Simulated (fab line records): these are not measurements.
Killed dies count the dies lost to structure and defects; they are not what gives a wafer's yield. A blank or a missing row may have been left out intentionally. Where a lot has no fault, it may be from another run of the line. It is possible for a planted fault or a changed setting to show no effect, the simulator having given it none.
Struck lot and sound lot, side by side :: flow n5-finfet :: 38 steps out of a route of 1938
Sound: the wafers L400.3, L400.5, L400.6. Struck: wafer L408.3. (L408.1, L408.5 of the same lot were not struck and are left out.) The cause comes at the end.
Order at every step that has rows: each side's tool, ch and its chambers, its first start. Under that, the readings that differ: sound wafers :: struck wafers :: difference of the means :: sigmas: that difference in standard deviations of wafers without a fault.
alike: same words and numbers on both sides, and readings whose means sit less than 2 such deviations apart. not compared: any withheld reading, any reading some wafer has no value for, any bound like >300 that may hide the same value, and any number with overlapping values for which the record gives no deviation.
Wherever a step has rows on one side only, a row that says differs or no value, or a row with sigmas, the two part there. Non-overlapping numbers with no deviation appear without sigmas and do not part them. A reading that every wafer of one side lacks parts them only if that side has two wafers or more.

first, 9 steps without rows for these wafers: N5_BEOL_M4_ANNEAL_95 (time 240 s); N5_BEOL_M4_SPUTTER_96 (material Cu, target thk 4.5 nm, time 8.29 s); N5_BEOL_M4_ECD_50 (material Cu, target thk 300 nm); N5_BEOL_M4_ANNEAL_51 (time 90 s); N5_BEOL_M4_CMP_52 (polishes, stops on SiOC, t overpolish 6.8 s, target thk 40 nm); N5_BEOL_M4_PRE_CLEAN_60 (time 15 s); N5_BEOL_M4_CO_CAP_55 (material Co, precursor CCTBA/H2, target thk 2 nm, time 102.1 s); N5_BEOL_M4_PRE_CLEAN_56 (time 15 s); N5_BEOL_M4_DEP_57 (deposits SiCN from 3MS/NH3, target thk 8 nm, time 14 s).
N5_BEOL_M4_RC_MEAS_101:
  sound on prober-01 ch 0, day 8 15:01; struck on prober-02 ch 0, day 10 15:01
  alike: DIBL_N, DIBL_P, IOFF_N, IOFF_P, ION_N, ION_P, SS_N, SS_P, VT_N, VT_P
then, 24 steps without rows for these wafers: N5_BEOL_M5_ILD_DEP_00 (deposits SiCOH lowk from DEMS/porogen, target thk 140.64 nm, time 25.9 s); N5_BEOL_M5_CURE_79 (cures SiCOH lowk, time 240 s); N5_BEOL_M5_PECVD_70 (deposits SiO2 from TEOS/O2, target thk 16 nm, time 18 s); N5_BEOL_M5_HM_DEP_02 (deposits TiN, target thk 20 nm); N5_BEOL_M5_COAT_59 (time 60 s, resist thk 60 nm); N5_BEOL_M5_COAT_60 (time 60 s, resist thk 12 nm); N5_BEOL_M5_COAT_71 (time 60 s, resist thk 5 nm); N5_BEOL_M5_COAT_05 (resist thk 30 nm); N5_BEOL_M5_EBR_07; N5_BEOL_M5_SOFTBAKE_06 (time 60 s); N5_BEOL_M5_EXPOSE_08 (exposes mask M5, target cd 28 nm); N5_BEOL_M5_PEB_09 (peb time 60 s); N5_BEOL_M5_DEVELOP_10 (develop time 30 s); N5_BEOL_M5_DESCUM_16 (chemistry O2, time 7 s); N5_BEOL_M5_ETCH_72 (etches underlayer in N2/H2, target depth 6.5 nm, time 5.2 s); N5_BEOL_M5_ETCH_61 (etches SiARC in CF4, target depth 15.6 nm, time 26 s); N5_BEOL_M5_ETCH_62 (etches SOC in N2/H2, target depth 75 nm, overetch 15 nm, time 112.5 s); N5_BEOL_M5_STRIP_63 (strips in N2/H2); N5_BEOL_M5_STRIP_73 (strips in N2/H2); N5_BEOL_M5_STRIP_64 (strips in CF4); N5_BEOL_M5_HM_OPEN_17 (chemistry Cl2/BCl3, target TiN, target depth 20 nm, overetch 6 nm); N5_BEOL_M5_STRIP_19 (strips in O2); N5_BEOL_M5_COAT_65 (time 60 s, resist thk 60 nm); N5_BEOL_M5_COAT_66 (time 60 s, resist thk 12 nm).
-- a jump in the record: the struck wafers' starts before and after are 3 days apart (it breaks off in module BEOL_M5 and resumes in module BEOL_M12, where the first step shown is number 1653 of the route) --
N5_BEOL_M12_CMP_49: polishes, stops on SiOC, t overpolish 20.6 s, target thk 320 nm.
  sound on cmp-04 ch 0,1,2, day 11 10:19; struck on cmp-04 ch 1, day 13 13:56
reading: barrier-field-endpoint-s (s)
sound: 30.6 30.9 31.6
struck: 59.0
difference: +28.0
sigmas: +38

reading: overpolish-run-s (s)
sound: 20.585 20.611 20.582
struck: 7.267
difference: -13.326
sigmas: -99 or more
  alike: motor-current-A
N5_BEOL_M12_THK_MEAS_50: measures by xrf.
  sound on film-metro-01, day 11 10:32; struck on film-metro-02, day 13 14:14
reading: M12_THK (nm)
sound: 321 320 317
struck: 666
difference: +347
sigmas: +58
N5_BEOL_M12_INSPECT_55: inspects for defects (darkfield).
  sound on defect-inspect-02, day 11 10:41; struck on defect-inspect-02, day 13 14:23
reading: raw-defect-count
sound: 121 93 147
struck: 4868
difference: +4748
sigmas: +99 or more
N5_PASSIVATION_PROBE_49:
  the record has rows for the struck wafers here (prober-01, day 14 20:40) and none for the sound ones

## WHERE THEY PART
First at N5_BEOL_M12_CMP_49; last, within this record, at N5_PASSIVATION_PROBE_49.

WHY: what had been put in by the simulator
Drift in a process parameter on cmp-04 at N5_BEOL_M12_CMP_49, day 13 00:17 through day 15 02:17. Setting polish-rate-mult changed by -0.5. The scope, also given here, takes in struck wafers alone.
